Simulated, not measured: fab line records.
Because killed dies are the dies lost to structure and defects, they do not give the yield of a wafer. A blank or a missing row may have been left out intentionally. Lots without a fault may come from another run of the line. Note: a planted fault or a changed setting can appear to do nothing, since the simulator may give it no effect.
Struck lot and sound lot, side by side | flow nand_harc | 13 out of 1302 route steps
Sound: the wafers L894.2, L894.4, L894.6. Struck: wafer L911.2 (L911.1, L911.3, from the same lot, were not struck and are left out); the cause is given at the end.
Per side, at each step with rows, come the tool, then ch with its chambers, and then its first start. Under that, the readings that differ: sound wafers | struck wafers | difference of the means | sigmas: that difference in standard deviations of wafers without a fault.
alike: a reading whose means differ by less than 2 such deviations, as well as words and numbers matching on both sides. not compared: withheld readings; readings where some wafer has no value; bounds like >300 that might hide an equal value; numbers whose values overlap and for which the record gives no deviation.
A row with sigmas, a row that says differs or no value, or rows on one side alone: a step with any of these is where the two part. Numbers that don't overlap but have no deviation are shown without sigmas and don't part them. Lack of a reading on every wafer of one side parts them only where that side has two or more wafers.

NHARC_A_WL_FILL_CVD_03: deposits W, target thk 40 nm, time 279 s.
  sound on cvd_w-02 ch 0,1, day 21 20:34; struck on cvd_w-01 ch 1, day 28 23:10
  alike: heater_power_w, mfc_h2_sccm, mfc_wf6_sccm, throttle_valve_pct
  not compared: since_wet_clean_h
NHARC_A_WL_FILL_ETCHBACK_04: etches the open film in NF3, target depth 60 nm, time 120 s.
  sound on rie_metal-01 ch 0,1, day 21 20:55; struck on rie_metal-01 ch 1, day 28 23:33
  reading                        | sound                | struck | difference | sigmas
  chamber_pressure_mTorr (mTorr) | 299.95 299.89 300.17 | 299.30 | -0.70      | -3
  alike: drypump_motor_current_A, oes_product_au, run_length_s
  not compared: rf_hours_counter_h
then, 1 step without rows for these wafers: NHARC_A_WL_FILL_ETCHBACK_05 (etches the open film in Cl2/BCl3, target depth 22 nm, time 60 s).
NHARC_A_WL_FILL_STRIP_27: strips in N2/H2, time 20 s.
  sound on plasma_asher-02 ch 0,1, day 21 21:16; struck on plasma_asher-02 ch 0, day 28 23:56
  alike: drypump_motor_current_A, heater_power_w
  not compared: rf_hours_counter_h
then, 4 steps without rows for these wafers: NHARC_A_WL_FILL_STRIP_28 (strips in post etch residue remover, time 1200 s); NHARC_A_WL_FILL_PRECLEAN_06 (cleans in DIW, time 300 s); NHARC_A_WL_FILL_SRD_07; NHARC_A_WL_FILL_ANNEAL_08 (time 1800 s).
NHARC_A_WL_FILL_ALD_10: deposits SiO2, target thk 50 nm, pulse time 10 s, ald cycles 500.
  sound on ald_hk-03 ch 0,2,3, day 22 05:17; struck on ald_hk-04 ch 1, day 29 05:23
  alike: heater_power_w, precursor_pulse_height_rel
  not compared: since_wet_clean_h
NHARC_A_WL_FILL_ETCHBACK_16: etches the open film in C4F8/O2/Ar, target depth 120 nm, time 24 s.
  sound on rie_diel-06 ch 2,3; struck on rie_diel-11 ch 3
  alike: chamber_pressure_mTorr, oes_product_au, rf_vpp_V, run_length_s
  not compared: rf_hours_counter_h
then, 1 step without rows for these wafers: NHARC_A_WL_FILL_STRIP_29 (strips in O2, time 20 s).
NHARC_A_WL_FILL_ETCHBACK_17: etches the open film in Cl2/BCl3, target depth 4 nm, time 26.7 s.
  sound on rie_metal-02 ch 1, day 22 09:08; struck on rie_metal-01 ch 0, day 29 10:15
  reading          | sound          | struck | difference | sigmas
  run_length_s (s) | 48.4 48.0 47.8 | 37.2   | -10.9      | -24
  alike: chamber_pressure_mTorr, drypump_motor_current_A, oes_product_au
  not compared: rf_hours_counter_h
then, 1 step without rows for these wafers: NHARC_A_WL_FILL_PRECLEAN_18 (cleans in dHF, time 30 s).

WHERE THEY PART
Last at NHARC_A_WL_FILL_ETCHBACK_17 as far as this record goes, first at NHARC_A_WL_FILL_ETCHBACK_04.

WHY: whatever the simulator had introduced
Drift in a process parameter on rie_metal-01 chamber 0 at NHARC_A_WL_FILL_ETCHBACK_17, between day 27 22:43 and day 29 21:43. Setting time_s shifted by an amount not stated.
